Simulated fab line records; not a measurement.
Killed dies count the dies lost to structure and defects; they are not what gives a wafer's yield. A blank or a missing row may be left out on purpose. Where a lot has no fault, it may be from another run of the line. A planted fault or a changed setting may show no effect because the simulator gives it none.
Split-lot study / flow n5-finfet / on a route of 1938 steps: 7 lots, 21 wafers read

== SPLIT DETAILS ==
At N5_BEOL_M5_COAT_22 (resist thk 30 nm), the setting spin-rpm was moved away from the recipe's 1500 rpm on 7 of the 21 wafers read, by -5.0% to +9.7%. This setting was run at the recipe's value on the other wafers.

== FROM THE SPLIT TO THE READING: what the file shows between them, 4 steps ==
- N5_BEOL_M5_EBR_24
- N5_BEOL_M5_SOFTBAKE_23: time 60 s
- N5_BEOL_M5_EXPOSE_25: exposes mask V4, defocus 10 nm
- N5_BEOL_M5_PEB_26: peb time 60 s

== THE READING ==
CAR-EUV_of_BEOL_M5_COAT_22.thk-nm (the simulator's own value, which no gauge read), in nm, at N5_BEOL_M5_DEVELOP_27 (develop time 30 s). No usual value for it is given in the file. Across the 14 wafers here that went through the recipe, the average is 29.5 nm and the standard deviation 0.099 nm.

wafer=L077.3; tool, chamber at the split=litho-track-02, 0; spin-rpm as run, rpm=1500; against the recipe=recipe; CAR-EUV_of_BEOL_M5_COAT_22.thk-nm, nm=29.6; against lot-mates on the recipe=-
wafer=L077.4; tool, chamber at the split=litho-track-02, 0; spin-rpm as run, rpm=1500; against the recipe=recipe; CAR-EUV_of_BEOL_M5_COAT_22.thk-nm, nm=29.6; against lot-mates on the recipe=-
wafer=L077.6; tool, chamber at the split=litho-track-02, 0; spin-rpm as run, rpm=1500; against the recipe=recipe; CAR-EUV_of_BEOL_M5_COAT_22.thk-nm, nm=29.6; against lot-mates on the recipe=-
wafer=L074.1; tool, chamber at the split=litho-track-04, 0; spin-rpm as run, rpm=1500; against the recipe=recipe; CAR-EUV_of_BEOL_M5_COAT_22.thk-nm, nm=29.4; against lot-mates on the recipe=-
wafer=L074.3; tool, chamber at the split=litho-track-04, 0; spin-rpm as run, rpm=1500; against the recipe=recipe; CAR-EUV_of_BEOL_M5_COAT_22.thk-nm, nm=29.4; against lot-mates on the recipe=-
wafer=L074.5; tool, chamber at the split=litho-track-04, 0; spin-rpm as run, rpm=1500; against the recipe=recipe; CAR-EUV_of_BEOL_M5_COAT_22.thk-nm, nm=29.6; against lot-mates on the recipe=-
wafer=L081.4; tool, chamber at the split=litho-track-04, 0; spin-rpm as run, rpm=1500; against the recipe=recipe; CAR-EUV_of_BEOL_M5_COAT_22.thk-nm, nm=29.6; against lot-mates on the recipe=-
wafer=L081.5; tool, chamber at the split=litho-track-04, 0; spin-rpm as run, rpm=1570; against the recipe=+4.7%; CAR-EUV_of_BEOL_M5_COAT_22.thk-nm, nm=28.8; against lot-mates on the recipe=-0.8
wafer=L081.6; tool, chamber at the split=litho-track-04, 0; spin-rpm as run, rpm=1570; against the recipe=+4.7%; CAR-EUV_of_BEOL_M5_COAT_22.thk-nm, nm=28.8; against lot-mates on the recipe=-0.8
wafer=L083.2; tool, chamber at the split=litho-track-03, 0; spin-rpm as run, rpm=1440; against the recipe=-4.0%; CAR-EUV_of_BEOL_M5_COAT_22.thk-nm, nm=30.2; against lot-mates on the recipe=+0.6
wafer=L083.3; tool, chamber at the split=litho-track-03, 0; spin-rpm as run, rpm=1500; against the recipe=recipe; CAR-EUV_of_BEOL_M5_COAT_22.thk-nm, nm=29.6; against lot-mates on the recipe=-
wafer=L083.6; tool, chamber at the split=litho-track-03, 0; spin-rpm as run, rpm=1500; against the recipe=recipe; CAR-EUV_of_BEOL_M5_COAT_22.thk-nm, nm=29.6; against lot-mates on the recipe=-
wafer=L087.1; tool, chamber at the split=litho-track-02, 0; spin-rpm as run, rpm=1500; against the recipe=recipe; CAR-EUV_of_BEOL_M5_COAT_22.thk-nm, nm=29.4; against lot-mates on the recipe=-
wafer=L087.3; tool, chamber at the split=litho-track-02, 0; spin-rpm as run, rpm=1646; against the recipe=+9.7%; CAR-EUV_of_BEOL_M5_COAT_22.thk-nm, nm=28.2; against lot-mates on the recipe=-1.2
wafer=L087.4; tool, chamber at the split=litho-track-02, 0; spin-rpm as run, rpm=1646; against the recipe=+9.7%; CAR-EUV_of_BEOL_M5_COAT_22.thk-nm, nm=28.2; against lot-mates on the recipe=-1.2
wafer=L093.2; tool, chamber at the split=litho-track-04, 0; spin-rpm as run, rpm=1500; against the recipe=recipe; CAR-EUV_of_BEOL_M5_COAT_22.thk-nm, nm=29.4; against lot-mates on the recipe=-
wafer=L093.4; tool, chamber at the split=litho-track-04, 0; spin-rpm as run, rpm=1500; against the recipe=recipe; CAR-EUV_of_BEOL_M5_COAT_22.thk-nm, nm=29.4; against lot-mates on the recipe=-
wafer=L093.6; tool, chamber at the split=litho-track-04, 0; spin-rpm as run, rpm=1500; against the recipe=recipe; CAR-EUV_of_BEOL_M5_COAT_22.thk-nm, nm=29.4; against lot-mates on the recipe=-
wafer=L096.3; tool, chamber at the split=litho-track-04, 0; spin-rpm as run, rpm=1425; against the recipe=-5.0%; CAR-EUV_of_BEOL_M5_COAT_22.thk-nm, nm=30.4; against lot-mates on the recipe=+0.8
wafer=L096.6; tool, chamber at the split=litho-track-04, 0; spin-rpm as run, rpm=1425; against the recipe=-5.0%; CAR-EUV_of_BEOL_M5_COAT_22.thk-nm, nm=30.4; against lot-mates on the recipe=+0.8
wafer=L096.4; tool, chamber at the split=litho-track-04, 0; spin-rpm as run, rpm=1500; against the recipe=recipe; CAR-EUV_of_BEOL_M5_COAT_22.thk-nm, nm=29.6; against lot-mates on the recipe=-

THE FIT
A straight line over all 21 wafers: CAR-EUV_of_BEOL_M5_COAT_22.thk-nm changes by -0.148 nm for each +1% of spin-rpm; r = -0.98; the points scatter about the line by 0.1 nm.
The same after taking each lot's own level away (the mean of its wafers on the recipe; 21 wafers): -0.138 nm for each +1%; r = -0.99; scatter 0.086 nm.
Per that fit: largest spin-rpm move, reading shift of 1.3 nm.
The lots' own levels span 29.40 to 29.60 nm, that is 2.0 times the standard deviation above.
The two slopes are in agreement: the lot-to-lot level therefore moves the slope only a little.
Check: -1.4 nm against its lot-mates is what the line predicts for one of the wafers moved furthest among these (+9.7%) when that wafer is left out of the fit. It came out at -1.2 nm against them.

== THE WHOLE CHAIN: every reading that the file lists as answering this split, in the file's order ==
step=N5_BEOL_M5_COAT_22; what it does=resist thk 30 nm; reading=CAR-EUV_of_BEOL_M5_COAT_22.thk-nm (the simulator's own value, which no gauge read); change (the file's fit)=-0.148 nm for each +1% of the setting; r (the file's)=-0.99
step=N5_BEOL_M5_DEVELOP_27; what it does=develop time 30 s; reading=CAR-EUV_of_BEOL_M5_COAT_22.thk-nm (the simulator's own value, which no gauge read); change (the file's fit)=-0.138 nm for each +1% of the setting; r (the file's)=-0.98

== THE FILE'S OWN FIT ==
CAR-EUV_of_BEOL_M5_COAT_22.thk-nm changes by -0.138 nm for each +1% of spin-rpm, r = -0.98.
